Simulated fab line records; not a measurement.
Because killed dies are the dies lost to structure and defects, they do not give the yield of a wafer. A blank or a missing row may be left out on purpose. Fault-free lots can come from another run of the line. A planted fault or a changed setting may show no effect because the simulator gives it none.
fab line records    flow nand-harc
record lots=11  wafers=33  last-day=23
route steps=1159 shown A_M1@1048 A_BONDPAD@1061 END@1159
lots with no fault: from the same line, run without faults
start-h: the number of hours between the record's first day and the start of the first shown wafer of the lot    wait-h: hours from the lot's prior step to this one    " as in the row above    L1.1+2: a row that stands for several wafers    - either no value or no given start    * or withheld: withheld    < > ~ a bound
route shown NAME@n: names a module that has steps shown in the file, with the first one's number in the route    usual: mean/standard deviation taken from wafers without a fault    same: alike in all rows    chamber/n: place in a boat    sites: the reading at each site    _std_site: how widely they spread, as a standard deviation    _edge_site: outer sites' mean less inner sites'    radius-mm: how far each site lies from the wafer's centre    mask NAME#n: copy n    behind: the most recent tool/chamber to have shaped the wafer    hold: why the lot went on hold/how many hours it stayed there/how the hold came to an end    device: which transistor (n, p or np) failed to switch    end of line: the same wafers' tests at the end of the route    step lacking rows: just its recipe    killed: dies lost to structure and defects at the first sort, not the wafer's yield    map: the dies of a wafer, with x for killed, . for not killed, _ for no die there
set.NAME: setting as actually run; set.NAME@STEP: the setting as run at that earlier step    model.NAME: the simulator's own value behind a step, which no gauge read
a sample of lots followed through the steps of the route, with each step as a table and each wafer as a row
services: when a tool's chamber went out of use (start-h, in hours from the record's first day, below 0 if earlier), for how many hours, and the reason
## steps
# step NHARC_A_M1_PVD_20
# recipe target-thk-a=50  bias-v=168.6  power-w=15000  chamber-pressure-pa=0.12  time-s=8.06  substrate-temp-c=50  material=TaN
# usual throttle-valve-pct=29.5/0.8
lot.wafer  tool            chamber  start-h  wait-h  throttle-valve-pct
L141.4     pvd-sputter-01  -        -        -       29.1
L141.1     "               -        "        "       29.9
L141.5     "               -        "        "       29.5
L145.3     pvd-sputter-02  -        -        -       30.7
L145.5     "               -        "        "       27.8
L145.6     "               -        "        "       28.3
L146.1     pvd-sputter-02  -        -        -       28.8
L146.2     "               -        "        "       30.6
L146.5     "               -        "        "       28.1
L148.4     pvd-sputter-03  -        -        -       29.8
L148.2     "               -        "        "       29.7
L148.5     "               -        "        "       30.8
L151.4     pvd-sputter-01  -        -        -       29.7
L151.2     "               -        "        "       29.1
L151.1     "               -        "        "       30.0
L150.2     pvd-sputter-01  -        -        -       29.9
L150.4     "               -        "        "       29.3
L150.3     "               -        "        "       29.2
L153.1     pvd-sputter-01  -        -        -       29.2
L153.3     "               -        "        "       29.9
L153.6     "               -        "        "       29.1
L155.1     pvd-sputter-03  -        -        -       30.7
L155.4     "               -        "        "       28.7
L155.2     "               -        "        "       30.5
L156.3     pvd-sputter-01  -        -        -       30.2
L156.2     "               -        "        "       29.6
L156.5     "               -        "        "       30.3
L159.3     pvd-sputter-01  -        -        -       30.0
L159.5     "               -        "        "       29.0
L159.6     "               -        "        "       30.2
L158.2     pvd-sputter-02  -        -        -       28.3
L158.4     "               -        "        "       30.7
L158.5     "               -        "        "       28.4
# step NHARC_A_BONDPAD_THK_MEAS_30
# recipe thk-meas-gauge=ellipsometry
# usual thk-nm=199.1/1.7
lot.wafer  tool           chamber  start-h  wait-h  thk-nm
L141.1     film-metro-02  -        411.33   0.2     198.1
L141.4     "              -        "        "       200.5
L141.5     "              -        "        "       199.7
L145.3     film-metro-01  -        431.13   0.2     198.5
L145.5     "              -        "        "       197.5
L145.6     "              -        "        "       199.5
L146.1     film-metro-01  -        452.14   0.2     199.6
L146.2     "              -        "        "       202.0
L146.5     "              -        "        "       197.9
L148.2     film-metro-02  -        453.97   0.2     198.5
L148.4     "              -        "        "       199.1
L148.5     "              -        "        "       199.4
L151.1     film-metro-02  -        460.52   0.2     199.1
L151.2     "              -        "        "       198.8
L151.4     "              -        "        "       198.7
L150.2     film-metro-01  -        464.18   0.2     200.7
L150.3     "              -        "        "       197.2
L150.4     "              -        "        "       198.7
L153.1     film-metro-01  -        479.34   0.2     197.9
L153.3     "              -        "        "       197.4
L153.6     "              -        "        "       198.9
L155.1     film-metro-02  -        480.79   0.2     199.6
L155.2     "              -        "        "       199.6
L155.4     "              -        "        "       201.8
L156.2     film-metro-01  -        501.91   0.2     198.7
L156.3     "              -        "        "       199.3
L156.5     "              -        "        "       198.2
L159.3     film-metro-02  -        505.97   0.2     199.2
L159.5     "              -        "        "       198.5
L159.6     "              -        "        "       201.8
L158.2     film-metro-02  -        514.01   0.2     199.6
L158.4     "              -        "        "       201.2
L158.5     "              -        "        "       201.4
# step NHARC_A_BONDPAD_DESCUM_11
# recipe time-s=3  o2-flow-sccm=200  ar-flow-sccm=0  bias-power-w=0  chemistry=O2
# usual drypump-motor-current-A=5.6/0.53  o2-flow-sccm=200.0/0.65  oes-product-au=0.996/0.013  rf-vpp-V=57.7/0.96  showerhead-plenum-p-Torr=1.90/0.081  throttle-valve-pct=11.311/0.009
lot.wafer  tool         chamber  start-h  wait-h  drypump-motor-current-A  o2-flow-sccm  oes-product-au  rf-hours-counter-h  rf-vpp-V  showerhead-plenum-p-Torr  throttle-valve-pct
L141.1     rie-diel-06  1        412.11   -       6.1                      200.6         0.993           6                   55.7      1.78                      11.313
L141.4     "            0        "        "       5.0                      199.0         0.982           6                   58.2      2.02                      11.302
L141.5     "            1        "        "       6.1                      200.5         0.991           -                   56.5      1.78                      11.317
L145.3     rie-diel-06  0        431.93   -       5.0                      200.4         0.994           0                   57.0      2.01                      11.330
L145.5     "            2        "        "       5.0                      201.0         0.986           -                   59.1      1.93                      11.323
L145.6     "            3        "        "       6.3                      200.2         0.989           -                   59.3      1.92                      11.316
L146.2     rie-diel-06  0        452.93   -       5.0                      199.0         0.981           1                   59.4      2.01                      11.313
L146.1     "            2        "        "       5.0                      200.0         0.975           1                   59.7      1.93                      11.330
L146.5     "            0        "        "       5.0                      200.6         0.977           -                   57.5      2.01                      11.304
L148.4     rie-diel-06  3        454.64   -       6.3                      200.6         0.995           1                   57.6      1.92                      11.322
L148.2     "            1        "        "       6.1                      199.6         1.014           1                   56.8      1.78                      11.296
L148.5     "            2        "        "       4.9                      200.0         0.997           -                   59.8      1.93                      11.306
L151.2     rie-diel-06  1        461.18   -       6.1                      199.7         1.016           1                   56.8      1.78                      11.308
L151.4     "            2        "        "       5.0                      200.0         0.994           1                   57.0      1.93                      11.314
L151.1     "            3        "        "       6.3                      200.3         1.002           2                   58.8      1.92                      11.319
L150.4     rie-diel-08  2        464.83   -       5.4                      200.5         1.007           34                  56.7      1.78                      11.305
L150.2     "            3        "        "       6.0                      199.6         0.978           23                  57.4      1.86                      11.297
L150.3     "            1        "        "       5.9                      200.0         1.001           32                  58.8      1.99                      11.300
L153.1     rie-diel-06  3        480.01   -       6.3                      199.6         0.994           2                   58.8      1.92                      11.318
L153.3     "            1        "        "       6.1                      199.8         1.026           2                   57.5      1.78                      11.294
L153.6     "            2        "        "       4.9                      199.4         0.981           -                   57.2      1.93                      11.298
L155.2     rie-diel-06  1        481.57   -       6.1                      199.5         1.010           2                   55.9      1.78                      11.309
L155.1     "            2        "        "       5.0                      200.4         0.978           2                   57.2      1.93                      11.312
L155.4     "            0        "        "       5.0                      199.9         0.976           2                   57.9      2.01                      11.309
L156.2     rie-diel-08  2        502.56   -       5.3                      200.0         0.999           2                   57.0      1.78                      11.319
L156.3     "            1        "        "       5.9                      199.6         1.005           3                   60.6      1.98                      11.313
L156.5     "            2        "        "       5.3                      199.6         0.981           -                   57.0      1.78                      11.318
L159.3     rie-diel-06  3        506.78   -       6.3                      200.3         0.985           3                   56.9      1.92                      11.304
L159.5     "            0        "        "       5.0                      198.7         0.989           -                   58.1      2.01                      11.321
L159.6     "            1        "        "       6.1                      201.0         1.005           -                   55.5      1.78                      11.322
L158.2     rie-diel-06  2        514.78   -       5.0                      200.7         0.973           3                   57.4      1.93                      11.321
L158.4     "            3        "        "       6.3                      199.5         0.980           4                   57.9      1.92                      11.303
L158.5     "            3        "        "       6.3                      199.7         0.996           -                   58.3      1.92                      11.305
# step NHARC_A_BONDPAD_ETCH_34
# recipe target-depth-a=600  overetch-a=180  time-s=65.91  ion-energy-ev=200  n2-flow-sccm=150  h2-flow-sccm=150  ar-flow-sccm=0  rf-w=400  bias-w=150  chemistry=N2/H2
# usual drypump-motor-current-A=5.6/0.53  oes-product-au=0.996/0.012  rf-vpp-V=430.1/2.6  showerhead-plenum-p-Torr=2.02/0.091  throttle-valve-pct=14.172/0.0091
lot.wafer  tool         chamber  start-h  wait-h  drypump-motor-current-A  oes-product-au  rf-hours-counter-h  rf-vpp-V  showerhead-plenum-p-Torr  throttle-valve-pct
L141.4     rie-diel-06  0        412.20   0.1     5.0                      0.983           6                   433.0     2.15                      14.171
L141.1     "            1        "        "       6.1                      0.992           6                   425.2     1.90                      14.181
L141.5     "            0        "        "       5.0                      0.987           -                   432.4     2.15                      14.161
L145.3     rie-diel-06  2        432.00   0.1     5.0                      0.994           0                   430.4     2.05                      14.166
L145.6     "            1        "        "       6.1                      1.023           -                   426.4     1.90                      14.184
L145.5     "            2        "        "       5.0                      0.992           -                   429.8     2.05                      14.181
L146.2     rie-diel-06  3        453.00   0.1     6.3                      0.990           1                   429.7     2.04                      14.160
L146.1     "            0        "        "       5.0                      0.992           1                   431.9     2.15                      14.169
L146.5     "            0        "        "       5.0                      0.992           -                   433.4     2.15                      14.179
L148.4     rie-diel-06  3        454.71   0.1     6.3                      0.998           1                   429.6     2.04                      14.173
L148.2     "            0        "        "       5.0                      0.990           1                   432.4     2.15                      14.185
L148.5     "            0        "        "       5.0                      0.994           -                   433.1     2.15                      14.178
L151.4     rie-diel-06  3        461.26   0.1     6.3                      0.988           2                   430.3     2.04                      14.176
L151.1     "            0        "        "       5.0                      0.976           2                   434.8     2.15                      14.149
L151.2     "            2        "        "       5.0                      0.974           1                   431.0     2.05                      14.177
L150.2     rie-diel-08  2        464.91   0.1     5.4                      1.000           34                  426.8     1.90                      14.169
L150.4     "            3        "        "       6.0                      0.983           23                  429.3     1.98                      14.175
L150.3     "            0        "        "       5.6                      0.988           35                  429.8     1.99                      14.166
L153.1     rie-diel-06  0        480.09   0.1     5.0                      0.987           2                   434.8     2.15                      14.167
L153.3     "            2        "        "       5.0                      0.985           2                   430.5     2.05                      14.183
L153.6     "            1        "        "       6.1                      1.013           -                   427.0     1.90                      14.156
L155.1     rie-diel-06  1        481.66   0.1     6.1                      1.015           2                   425.5     1.90                      14.156
L155.4     "            2        "        "       5.0                      0.990           2                   431.7     2.05                      14.185
L155.2     "            0        "        "       5.0                      0.810           2                   433.9     2.15                      14.150
L156.2     rie-diel-08  3        502.65   0.1     6.0                      0.994           3                   428.5     1.98                      14.179
L156.3     "            0        "        "       5.6                      1.018           4                   429.1     1.99                      14.165
L156.5     "            0        "        "       5.6                      1.020           -                   428.2     1.99                      14.179
L159.3     rie-diel-06  3        506.85   0.1     6.3                      0.982           3                   430.1     2.04                      14.179
L159.5     "            0        "        "       5.0                      0.797           -                   433.6     2.15                      14.178
L159.6     "            1        "        "       6.1                      0.999           -                   426.8     1.90                      14.172
L158.2     rie-diel-06  2        514.87   0.1     4.9                      0.984           3                   431.8     2.05                      14.166
L158.4     "            0        "        "       5.0                      0.823           4                   433.5     2.15                      14.177
L158.5     "            1        "        "       6.1                      1.019           -                   429.5     1.90                      14.167
# step NHARC_END_SORT_01
# recipe temp-c=25
# usual defect-limited-yield=95.4/1.5  killed-at-array=27/9.9  killed-at-other=0.5/0.76  killed-at-periphery=3.4/2.2  killed-dies=31/10  killed-open=3.3/2  killed-short=2.0/1.5  sort_bin_2_pct=1.5/0.64  sort_bin_3_pct=0.21/0.2  sort_bin_4_pct=2.9/0.97  sort-n-pass=646/10  sort-rim-yield-pct=96.9/2  sort-yield-pct=95.4/1.5
# same gross-dies=677  sort_bin_5_pct[%]=0  sort_bin_6_pct[%]=0  sort_bin_7_pct[%]=0  sort_bin_8_pct[%]=0  sort-rim-n-gross=106.00
lot.wafer  tool       chamber  start-h  wait-h  defect-limited-yield[%]  killed-at-array  killed-at-other  killed-at-periphery  killed-dies  killed-open  killed-short  sort_bin_2_pct[%]  sort_bin_3_pct[%]  sort_bin_4_pct[%]  sort-n-pass  sort-rim-yield-pct[%]  sort-yield-pct[%]
L141.1     prober-01  0        459.39   2.5     96.6                     21               0                2                    23           3            1             1.6                0                  1.8                654          100.0                  96.6
L141.4     prober-01  0        461.80   3.4     96.8                     19               0                3                    22           4            1             0.4                0                  2.8                655          100.0                  96.8
L141.5     prober-01  0        462.60   3.7     96.6                     19               2                2                    23           2            2             1.2                0                  2.2                654          97.2                   96.6
L145.3     prober-01  0        468.81   3.1     95.0                     31               0                3                    34           7            5             1.3                0                  3.7                643          99.1                   95.0
L145.5     prober-01  0        470.41   3.7     96.8                     20               0                2                    22           4            2             0.7                0                  2.5                655          94.3                   96.8
L145.6     prober-01  0        471.21   4.0     97.2                     19               0                0                    19           4            2             0.7                0.44               1.6                658          99.1                   97.2
L148.2     prober-02  0        484.72   2.8     92.9                     44               2                2                    48           6            2             1.8                0.59               4.7                629          94.3                   92.9
L148.4     prober-02  0        486.33   3.4     91.9                     49               2                4                    55           4            3             2.1                0.74               5.3                622          91.5                   91.9
L148.5     prober-02  0        487.13   3.7     92.5                     42               1                8                    51           7            1             3.0                0.44               4.1                626          94.3                   92.5
L146.1     prober-02  0        491.69   2.5     96.2                     22               1                3                    26           6            2             1.5                0                  2.4                651          96.2                   96.2
L146.2     prober-02  0        492.50   2.8     96.3                     21               1                3                    25           5            1             1.2                0                  2.5                652          97.2                   96.3
L146.5     prober-02  0        494.92   3.7     96.5                     22               0                2                    24           1            3             0.7                0                  2.8                653          98.1                   96.5
L151.1     prober-01  0        492.84   2.5     97.2                     10               3                6                    19           4            0             0.7                0.15               1.9                658          99.1                   97.2
L151.2     prober-01  0        493.63   2.8     97.8                     9                1                5                    15           1            1             0.7                0.15               1.3                662          99.1                   97.8
L151.4     prober-01  0        495.22   3.4     97.3                     13               0                5                    18           3            1             1.0                0.15               1.5                659          96.2                   97.3
L150.2     prober-02  0        500.39   2.8     95.6                     28               1                1                    30           4            1             1.2                0                  3.2                647          98.1                   95.6
L150.3     prober-02  0        501.20   3.1     96.3                     23               2                0                    25           0            1             0.6                0.15               3.0                652          100.0                  96.3
L150.4     prober-02  0        502.00   3.4     96.3                     22               1                2                    25           2            0             1.5                0.15               2.1                652          97.2                   96.3
L153.1     prober-01  0        517.51   2.5     96.0                     24               0                3                    27           8            7             1.3                0.30               2.4                650          99.1                   96.0
L153.3     prober-01  0        519.11   3.1     97.8                     12               0                3                    15           3            0             0.7                0.15               1.3                662          98.1                   97.8
L153.6     prober-01  0        521.52   4.0     97.8                     13               0                2                    15           3            3             0.6                0.15               1.5                662          94.3                   97.8
L155.1     prober-02  0        517.54   2.5     95.4                     30               0                1                    31           1            1             2.1                0.59               1.9                646          96.2                   95.4
L155.2     prober-02  0        518.34   2.8     93.1                     45               1                1                    47           2            3             2.8                0.15               4.0                630          92.5                   93.1
L155.4     prober-02  0        519.94   3.4     95.0                     32               0                2                    34           2            3             1.2                0                  3.8                643          96.2                   95.0
L156.2     prober-02  0        532.09   2.8     92.8                     43               3                3                    49           4            3             1.9                0                  5.3                628          97.2                   92.8
L156.3     prober-02  0        532.88   3.1     93.5                     40               1                3                    44           5            6             2.4                0.15               4.0                633          96.2                   93.5
L156.5     prober-02  0        534.48   3.7     93.1                     44               1                2                    47           9            3             2.7                0.15               4.1                630          92.5                   93.1
L158.2     prober-01  0        542.27   2.8     94.8                     33               0                2                    35           3            2             1.5                0.59               3.1                642          95.3                   94.8
L158.4     prober-01  0        543.87   3.4     96.0                     27               0                0                    27           1            1             0.9                0.15               3.0                650          93.4                   96.0
L158.5     prober-01  0        544.67   3.7     94.7                     35               0                1                    36           3            0             1.6                0.15               3.5                641          99.1                   94.7
L159.3     prober-02  0        543.03   3.1     96.9                     17               2                2                    21           5            1             0.6                0.15               2.4                656          99.1                   96.9
L159.5     prober-02  0        544.61   3.7     95.6                     27               1                2                    30           5            1             3.1                0                  1.3                647          90.6                   95.6
L159.6     prober-02  0        545.40   3.9     97.8                     14               0                1                    15           1            2             0.1                0.15               1.9                662          98.1                   97.8
# killed by level:class
L141.1 A_CHANNEL_HOLE_D1:chamber-film-flake=16 P_M0:geometric-particle:open=2 A_STAIRCASE:chamber-film-flake=2 A_CHANNEL_FILL_D1:geometric-particle:short=1 A_SLIT:geometric-particle:open=1 A_SGD_CUT:chamber-film-flake=1
L141.4 A_CHANNEL_HOLE_D1:chamber-film-flake=11 A_STAIRCASE:chamber-film-flake=3 P_GATE:geometric-particle:open=1 P_M0:geometric-particle:open=1 A_CHANNEL_HOLE_D1:geometric-particle:short=1 A_SGD_CUT:geometric-particle:open=1 A_M0:geometric-particle:open=1 P_ZERO_WELL:chamber-film-flake=1
L141.5 A_CHANNEL_HOLE_D1:chamber-film-flake=13 A_ONON_D1:geometric-particle:short=2 THIN_TSV:chamber-film-flake=2 P_CONTACT:geometric-particle:open=1 A_CONTACT:geometric-particle:open=1 P_ZERO_WELL:chamber-film-flake=1 A_SLIT:chamber-film-flake=1 A_CHANNEL_FILL_D1:chamber-film-flake=1
L145.3 A_SLIT:chamber-film-flake=9 A_CHANNEL_HOLE_D1:chamber-film-flake=7 A_ONON_D1:geometric-particle:open=3 A_CONTACT:geometric-particle:open=2 A_CONTACT:geometric-particle:short=2 P_GATE:geometric-particle:open=1 P_M0:geometric-particle:open=1 A_CHANNEL_HOLE_D1:geometric-particle:short=1
L145.5 A_SLIT:chamber-film-flake=8 A_STAIRCASE:chamber-film-flake=3 A_WL_FILL:geometric-particle:open=2 P_M0:geometric-particle:open=1 A_ONON_D1:geometric-particle:short=1 A_CHANNEL_FILL_D1:geometric-particle:open=1 A_WL_FILL:geometric-particle:short=1 P_STI:chamber-film-flake=1
L145.6 A_CHANNEL_HOLE_D1:chamber-film-flake=5 A_SLIT:chamber-film-flake=4 A_WL_FILL:geometric-particle:short=2 A_CONTACT:geometric-particle:open=2 A_WL_FILL:chamber-film-flake=2 A_ONON_D1:geometric-particle:open=1 A_SGD_CUT:geometric-particle:open=1 A_STAIRCASE:chamber-film-flake=1
L148.2 A_CHANNEL_HOLE_D1:chamber-film-flake=17 A_SLIT:chamber-film-flake=12 A_STAIRCASE:chamber-film-flake=6 A_CHANNEL_FILL_D1:geometric-particle:open=2 A_M0:geometric-particle:open=2 THIN_TSV:chamber-film-flake=2 P_M0:geometric-particle:open=1 A_CHANNEL_FILL_D1:geometric-particle:short=1
L148.4 A_CHANNEL_HOLE_D1:chamber-film-flake=16 A_SLIT:chamber-film-flake=16 A_STAIRCASE:chamber-film-flake=5 A_CONTACT:chamber-film-flake=4 A_CHANNEL_FILL_D1:geometric-particle:short=2 P_STI:chamber-film-flake=2 THIN_TSV:chamber-film-flake=2 P_CONTACT:geometric-particle:open=1
L148.5 A_CHANNEL_HOLE_D1:chamber-film-flake=11 A_STAIRCASE:chamber-film-flake=11 A_SLIT:chamber-film-flake=8 P_GATE:chamber-film-flake=4 A_CONTACT:chamber-film-flake=4 A_WL_FILL:geometric-particle:open=2 A_CONTACT:geometric-particle:open=2 P_STI:chamber-film-flake=2
L146.1 A_SLIT:chamber-film-flake=5 A_CHANNEL_HOLE_D1:chamber-film-flake=4 A_STAIRCASE:chamber-film-flake=3 A_WL_FILL:geometric-particle:open=2 P_GATE:chamber-film-flake=2 A_CONTACT:chamber-film-flake=2 A_CHANNEL_FILL_D1:geometric-particle:short=1 A_CHANNEL_FILL_D1:geometric-particle:open=1
L146.2 A_SLIT:chamber-film-flake=9 A_CHANNEL_FILL_D1:geometric-particle:open=3 A_CHANNEL_HOLE_D1:chamber-film-flake=3 P_ZERO_WELL:chamber-film-flake=2 A_STAIRCASE:chamber-film-flake=2 A_CHANNEL_FILL_D1:geometric-particle:short=1 A_WL_FILL:geometric-particle:open=1 A_CONTACT:geometric-particle:open=1
L151.1 A_CHANNEL_HOLE_D1:chamber-film-flake=4 P_STI:chamber-film-flake=3 THIN_TSV:chamber-film-flake=3 P_GATE:chamber-film-flake=2 A_STAIRCASE:chamber-film-flake=2 P_M0:geometric-particle:open=1 A_CHANNEL_FILL_D1:geometric-particle:open=1 A_CONTACT:geometric-particle:open=1
L151.2 A_CHANNEL_HOLE_D1:chamber-film-flake=5 A_STAIRCASE:chamber-film-flake=3 P_STI:chamber-film-flake=2 P_GATE:geometric-particle:short=1 P_CONTACT:geometric-particle:open=1 P_ZERO_WELL:chamber-film-flake=1 A_CONTACT:chamber-film-flake=1 THIN_TSV:chamber-film-flake=1
L146.5 A_SLIT:chamber-film-flake=13 A_CHANNEL_HOLE_D1:chamber-film-flake=3 P_ZERO_WELL:geometric-particle:short=1 A_CHANNEL_FILL_D1:geometric-particle:open=1 A_SGD_CUT:geometric-particle:short=1 A_WL_FILL:geometric-particle:short=1 P_ZERO_WELL:chamber-film-flake=1 A_CHANNEL_FILL_D1:chamber-film-flake=1
L151.4 A_CONTACT:chamber-film-flake=5 P_M1:chamber-film-flake=3 A_CHANNEL_HOLE_D1:chamber-film-flake=2 A_CHANNEL_HOLE_D1:geometric-particle:open=1 A_BLC:geometric-particle:open=1 A_M0:geometric-particle:short=1 A_M0:geometric-particle:open=1 P_ZERO_WELL:chamber-film-flake=1
L150.2 A_CHANNEL_HOLE_D1:chamber-film-flake=22 P_M0:geometric-particle:short=1 A_WL_FILL:geometric-particle:open=1 A_CONTACT:geometric-particle:open=1 A_M0:geometric-particle:open=1 A_M1:geometric-particle:open=1 A_ZERO_WELL:chamber-film-flake=1 A_STAIRCASE:chamber-film-flake=1
L150.3 A_CHANNEL_HOLE_D1:chamber-film-flake=16 A_STAIRCASE:chamber-film-flake=4 A_WL_FILL:chamber-film-flake=2 A_CHANNEL_FILL_D1:geometric-particle:short=1 THIN_TSV:chamber-film-flake=1 HYBRID_BOND:latent=1
L150.4 A_CHANNEL_HOLE_D1:chamber-film-flake=18 A_WL_FILL:chamber-film-flake=2 P_CONTACT:geometric-particle:open=1 A_M1:geometric-particle:open=1 P_GATE:chamber-film-flake=1 A_CONTACT:chamber-film-flake=1 HYBRID_BOND:latent=1
L153.1 A_CHANNEL_HOLE_D1:chamber-film-flake=6 A_CONTACT:geometric-particle:open=2 A_BLC:geometric-particle:open=2 A_M0:geometric-particle:open=2 A_ZERO_WELL:chamber-film-flake=2 A_CHANNEL_FILL_D1:chamber-film-flake=2 P_CONTACT:geometric-particle:short=1 P_M1:geometric-particle:open=1
L155.1 A_CHANNEL_HOLE_D1:chamber-film-flake=21 A_STAIRCASE:chamber-film-flake=3 A_CONTACT:chamber-film-flake=3 A_SGD_CUT:geometric-particle:short=1 A_SGD_CUT:geometric-particle:open=1 P_GATE:chamber-film-flake=1 A_WL_FILL:chamber-film-flake=1
L155.2 A_CHANNEL_HOLE_D1:chamber-film-flake=24 A_BONDPAD:area-etch=9 A_CONTACT:chamber-film-flake=5 A_CONTACT:geometric-particle:open=2 A_SGD_CUT:geometric-particle:short=1 A_CONTACT:geometric-particle:short=1 P_BONDPAD:chamber-film-flake=1 STARTING-WAFER:geometric-particle:short=1
L153.3 A_CHANNEL_HOLE_D1:chamber-film-flake=4 A_CONTACT:chamber-film-flake=3 P_M0:chamber-film-flake=2 P_M2:geometric-particle:open=1 A_SOURCE_PLATE:geometric-particle:open=1 A_CONTACT:geometric-particle:open=1 A_CHANNEL_FILL_D1:chamber-film-flake=1 A_STAIRCASE:chamber-film-flake=1
L155.4 A_CHANNEL_HOLE_D1:chamber-film-flake=22 A_WL_FILL:geometric-particle:short=2 A_CONTACT:chamber-film-flake=2 A_SOURCE_PLATE:geometric-particle:open=1 A_CONTACT:geometric-particle:short=1 A_M1:geometric-particle:open=1 P_ZERO_WELL:chamber-film-flake=1 P_GATE:chamber-film-flake=1
L153.6 P_M0:chamber-film-flake=2 A_ZERO_WELL:chamber-film-flake=2 A_STAIRCASE:chamber-film-flake=2 A_SLIT:chamber-film-flake=2 A_ONON_D1:geometric-particle:short=1 A_CHANNEL_FILL_D1:geometric-particle:short=1 A_SGD_CUT:geometric-particle:open=1 A_WL_FILL:geometric-particle:open=1
L156.2 A_SLIT:chamber-film-flake=21 A_CHANNEL_HOLE_D1:chamber-film-flake=7 A_CONTACT:chamber-film-flake=4 A_SGD_CUT:chamber-film-flake=3 THIN_TSV:chamber-film-flake=3 A_ONON_D1:geometric-particle:open=2 A_STAIRCASE:chamber-film-flake=2 P_M0:geometric-particle:open=1
L156.3 A_SLIT:chamber-film-flake=19 A_STAIRCASE:chamber-film-flake=4 A_CONTACT:chamber-film-flake=4 A_CHANNEL_HOLE_D1:chamber-film-flake=3 A_CHANNEL_FILL_D1:geometric-particle:open=2 A_CONTACT:geometric-particle:open=2 A_SGD_CUT:chamber-film-flake=2 P_CONTACT:geometric-particle:short=1
L156.5 A_SLIT:chamber-film-flake=16 A_CHANNEL_HOLE_D1:chamber-film-flake=8 A_STAIRCASE:chamber-film-flake=5 A_CONTACT:geometric-particle:open=3 A_CONTACT:chamber-film-flake=3 A_CHANNEL_HOLE_D1:geometric-particle:open=2 P_CONTACT:geometric-particle:open=1 A_CHANNEL_HOLE_D1:geometric-particle:short=1
L158.2 A_CHANNEL_HOLE_D1:chamber-film-flake=24 A_STAIRCASE:chamber-film-flake=3 P_GATE:geometric-particle:open=1 A_CHANNEL_FILL_D1:geometric-particle:short=1 A_WL_FILL:geometric-particle:short=1 A_WL_FILL:geometric-particle:open=1 A_CONTACT:geometric-particle:open=1 P_GATE:chamber-film-flake=1
L159.3 A_CHANNEL_HOLE_D1:chamber-film-flake=8 A_CONTACT:chamber-film-flake=3 P_M0:geometric-particle:open=2 A_STAIRCASE:chamber-film-flake=2 A_SGD_CUT:geometric-particle:short=1 A_WL_FILL:geometric-particle:open=1 A_CONTACT:geometric-particle:open=1 STARTING-WAFER:geometric-particle:open=1
L158.4 A_CHANNEL_HOLE_D1:chamber-film-flake=19 A_STAIRCASE:chamber-film-flake=2 A_BONDPAD:area-etch=2 A_CHANNEL_FILL_D1:geometric-particle:open=1 A_WL_FILL:geometric-particle:short=1 A_SGD_CUT:chamber-film-flake=1 A_SLIT:chamber-film-flake=1
L159.5 A_BONDPAD:area-etch=17 A_CHANNEL_FILL_D1:geometric-particle:open=2 A_ZERO_WELL:chamber-film-flake=2 A_CHANNEL_HOLE_D1:chamber-film-flake=2 P_GATE:geometric-particle:open=1 P_M0:geometric-particle:open=1 A_CONTACT:geometric-particle:open=1 STARTING-WAFER:geometric-particle:short=1
L158.5 A_CHANNEL_HOLE_D1:chamber-film-flake=23 A_CONTACT:chamber-film-flake=4 A_STAIRCASE:chamber-film-flake=3 A_CHANNEL_HOLE_D1:geometric-particle:open=1 A_SGD_CUT:geometric-particle:open=1 A_CONTACT:geometric-particle:open=1 P_ZERO_WELL:chamber-film-flake=1 A_ZERO_WELL:chamber-film-flake=1
L159.6 A_CHANNEL_HOLE_D1:chamber-film-flake=9 A_CONTACT:chamber-film-flake=2 P_GATE:geometric-particle:short=1 A_BLC:geometric-particle:short=1 A_M1:geometric-particle:open=1 A_SGD_CUT:chamber-film-flake=1
## services
tool            chamber  start-h  hours  kind
pvd-sputter-03  -        390.14   4.9    repair
pvd-sputter-02  -        392.07   10.0   pm
rie-diel-06     0        397.20   -      clean
rie-diel-06     1        397.20   -      clean
rie-diel-06     2        397.20   -      clean
rie-diel-06     3        397.20   -      clean
pvd-sputter-01  -        401.66   1.2    repair
rie-diel-06     -        418.20   9.0    pm
rie-diel-06     0        418.20   9.0    vent-cycle
rie-diel-06     1        418.20   9.0    vent-cycle
rie-diel-06     2        418.20   9.0    vent-cycle
rie-diel-06     3        418.20   9.0    vent-cycle
rie-diel-06     0        427.20   -      clean
rie-diel-06     1        427.20   -      clean
rie-diel-06     2        427.20   -      clean
rie-diel-06     3        427.20   -      clean
rie-diel-08     1        437.38   8.4    repair
rie-diel-06     0        451.70   -      clean
rie-diel-06     1        451.70   -      clean
pvd-sputter-03  -        458.00   10.0   pm
rie-diel-08     2        461.42   1.3    repair
rie-diel-08     -        478.80   9.0    pm
rie-diel-08     0        511.99   9.8    repair
pvd-sputter-01  -        514.20   10.0   pm
## key
first-sign step=NHARC_A_BONDPAD_ETCH_34  reading=oes-product-au  direction=down  sigmas=15  usual=0.996  struck=0.810
effect step=NHARC_END_SORT_01  reading=sort-rim-yield-pct  direction=down  sigmas=2.3  usual=96.9  struck=92.1  wafers-moved=1
met-at NHARC_A_BONDPAD_ETCH_34
struck-lots L155,L158,L159
struck-wafers L155.2,L158.4,L159.5
not-acting-at NHARC_A_M1_PVD_20,NHARC_A_BONDPAD_THK_MEAS_30,NHARC_A_BONDPAD_DESCUM_11
onset-between 480.09 481.66
fault kind=process-parameter-drift  tool=rie-diel-06  chamber=0  onset-h=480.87  steps=NHARC_A_BONDPAD_ETCH_34  channel=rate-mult  offset=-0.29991  shape=step  end-h=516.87
